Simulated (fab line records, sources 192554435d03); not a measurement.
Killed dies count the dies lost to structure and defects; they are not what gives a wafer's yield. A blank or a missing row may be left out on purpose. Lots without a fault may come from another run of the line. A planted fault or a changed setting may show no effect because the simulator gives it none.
Matching of chambers -- flow n5-finfet -- rie-diel-06 running N5_SDB_ETCH_18: 4 sister chambers
The step etches SOC in N2/H2, target depth 100 nm, overetch 20 nm, time 150 s. 4 wafers are shown with their chamber, then 9 later ones without.

== EACH WAFER AND ITS CHAMBER ==
wafer,chamber,showerhead-plenum-p-Torr (Torr)
L090.4,3,2.60
L093.1,2,2.69
L093.2,0,2.71
L093.4,1,2.48

== WAFERS WITH NO CHAMBER GIVEN ==
wafer,showerhead-plenum-p-Torr (Torr)
L094.1,2.47
L094.2,2.70
L094.3,2.69
L095.1,2.69
L095.4,2.47
L095.5,2.70
L097.1,2.60
L097.5,2.60
L097.6,2.69

== CHAMBER TAKEN BY EACH ==
wafer,from the rows above,in truth
L094.1,1,1
L094.2,can't be placed: 0 or 2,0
L094.3,2,2
L095.1,2,2
L095.4,1,1
L095.5,can't be placed: 0 or 2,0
L097.1,3,3
L097.5,3,3
L097.6,2,2
Correct placement for 7 of the 9. These rows do not allow placing 2 (true chamber among the candidates in 2). 0 placed wrongly.
How it was worked out, from the rows above alone: a wafer's distance from a chamber is the root of the sum, over the readings, of the square of ((its reading less the chamber's mean) divided by the reading's scatter). If the next closest chamber is less than 2 further off than the closest, the wafer can't be placed; otherwise it belongs to the closest. For every chamber, the mean is computed from those of its wafers that are shown. The scatter: with one shown wafer a chamber, the root of the mean of the squares of how far each hidden wafer lies from its nearest shown one.
